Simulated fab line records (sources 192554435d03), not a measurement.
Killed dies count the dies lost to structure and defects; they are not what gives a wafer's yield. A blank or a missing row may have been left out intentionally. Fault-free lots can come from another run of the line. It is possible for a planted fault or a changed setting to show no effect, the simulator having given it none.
Matching of chambers    flow n5_finfet    N5_SD_EPI_N_LINER_46 on ald_sin-02 has 4 sister chambers
The step material SiNx, target thk 3 nm. 8 wafers are shown with their chamber, then 11 later ones without.

WAFERS WITH THEIR CHAMBER
wafer   chamber  heater_power_w (W)  chamber_pressure_Torr (Torr)
L078.4  2        827                 2.005
L081.1  2        852                 1.998
L081.2  3        932                 2.000
L082.5  0        893                 1.997
L083.2  1        814                 2.006
L083.5  0        905                 1.992
L083.6  3        982                 1.989
L085.2  1        835                 2.000

WAFERS WHOSE CHAMBER IS MISSING
wafer   heater_power_w (W)  chamber_pressure_Torr (Torr)
L085.5  833                 1.998
L085.6  830                 2.008
L086.3  927                 2.006
L086.4  886                 1.996
L086.5  859                 2.002
L089.1  908                 1.988
L089.2  829                 1.996
L089.4  923                 1.996
L091.3  871                 2.003
L091.4  940                 2.000
L091.6  866                 2.001

THE CHAMBER EACH PASSED THROUGH
wafer   from the rows above           in truth
L085.5  can't be placed: 2 or 1       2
L085.6  can't be placed: 1 or 2       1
L086.3  can't be placed: 0 or 3 or 2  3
L086.4  can't be placed: 0 or 2       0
L086.5  can't be placed: 2 or 1 or 0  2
L089.1  can't be placed: 0 or 3       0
L089.2  can't be placed: 2 or 1       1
L089.4  can't be placed: 0 or 3       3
L091.3  can't be placed: 2 or 0 or 1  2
L091.4  can't be placed: 3 or 0       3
L091.6  can't be placed: 2 or 0 or 1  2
0 of 11 placed correctly. These rows do not allow placing 11 (true chamber among the candidates in 11). Number placed wrongly: 0.
How it was worked out, from the rows above alone: a wafer's distance from a chamber is the root of the sum, over the readings, of the square of ((its reading less the chamber's mean) divided by the reading's scatter). The wafer belongs to the nearest chamber; if the next one is less than 2 further off, it can't be placed. A chamber's mean is the mean of its shown wafers. The scatter is the square root of a quotient: the sum, over the shown wafers, of each reading's squared deviation from its chamber's mean, divided by wafers minus chambers.
